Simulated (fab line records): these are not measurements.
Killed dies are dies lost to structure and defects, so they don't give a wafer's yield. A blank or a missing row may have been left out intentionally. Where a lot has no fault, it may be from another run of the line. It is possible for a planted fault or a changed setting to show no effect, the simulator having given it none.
Problem report in the 8D (eight disciplines) form, filled by code | flow nand_harc | the parts of the form that need people (team, actions taken, sign-off) are left out

== 1. THE ISSUE ==
Wafers without a fault read 170.1 nm, standard deviation 0.46; cd_nm at NHARC_P_M2_CD_MEAS_09 reads a mean of 197.5 nm on 6 wafers belonging to 2 lots. That puts it +60 standard deviations away from the usual mean.
The step: target cd 170 nm.
Seen first at day 10 19:55 on cd_sem-02, wafer L714.1. At this step, 42 wafers from 14 lots have a number in the record. By rule, "out" or "out of limits" means more than 4 standard deviations away from the usual mean. The rest of the wafers with a number are treated as sound.

== 2. WHAT IT IS; WHAT IT IS NOT ==
question                    | is                     | is not
which readings at this step | cd_nm                  | -
which lots                  | L714, L716             | L695, L696, L698, L699, L700, L701, L703, L706, L708, L710, L712, L713
which wafers of those lots  | all that have a number | -
read on which gauges        | cd_sem-01, cd_sem-02   | cd_sem-03
when                        | from day 10 19:55      | up to then (36 sound wafers)

== 3. WHAT RULES OUT EACH SUSPECT ==
Counting: a tool at a process step up to the reading stays a suspect if it ran every lot that is out and no sound lot after the first of them.
- the gauge at NHARC_P_M2_CD_MEAS_09 has been ruled out. Those wafers that are out were read across 2 gauges (cd_sem-01, cd_sem-02).
- litho_track-06 at NHARC_P_M2_PEB_07 (peb time 65 s): kept. All lots that are out passed through it, beginning with L714 at day 10 19:50, and no sound lot followed; its final sound lot before that point was L712 at day 10 14:53. On those wafers its own readings are out: heater_power_total_W, plate_temp_C.
Remaining after the count: litho_track-06 at NHARC_P_M2_PEB_07.

== 4. THE CAUSE (what the simulator had put in) ==
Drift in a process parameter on litho_track-06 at NHARC_P_M2_PEB_07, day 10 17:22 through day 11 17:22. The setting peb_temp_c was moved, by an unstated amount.
The count eliminated every tool but this one.

== 5. THE CHAIN OF EFFECTS, in route order ==
Each row: a reading where the mean over the struck wafers with a number is more than 3 standard deviations away from the usual. Only readings for which the record gives a usual standard deviation are gone through. hours: the time from each lot's start at the first step in this table that gives one to its start at this step, as a median over the lots. sigmas: the change in usual standard deviations.
hours | step                  | reading              | usual    | on struck wafers | change | sigmas
0     | NHARC_P_M2_PEB_07     | heater_power_total_W | 156.6 W  | 177.7            | +21.1  | +49
0     | NHARC_P_M2_PEB_07     | plate_temp_C         | 99.98 C  | 109.75           | +9.77  | +75
0     | NHARC_P_M2_CD_MEAS_09 | cd_nm                | 170.1 nm | 197.5            | +27.4  | +60
Process steps it contains:
- NHARC_P_M2_PEB_07: peb time 65 s.

== 6. HOW IT WOULD HAVE BEEN CAUGHT EARLIER ==
Counted from the fault's start at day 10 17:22, it took 3 hours until the first out-of-limits reading at a measuring or inspecting step in this record, taken at day 10 19:55.
At NHARC_P_M2_PEB_07, the tool's own readings (heater_power_total_W, plate_temp_C) were out on each struck wafer the step has a row for, so an alarm limit on them would have fired on the first such wafer.
Lots out: 2; of these, L716 started NHARC_P_M2_PEB_07 on litho_track-06 after day 10 19:55. Had the tool been put on hold then, it would have been spared.
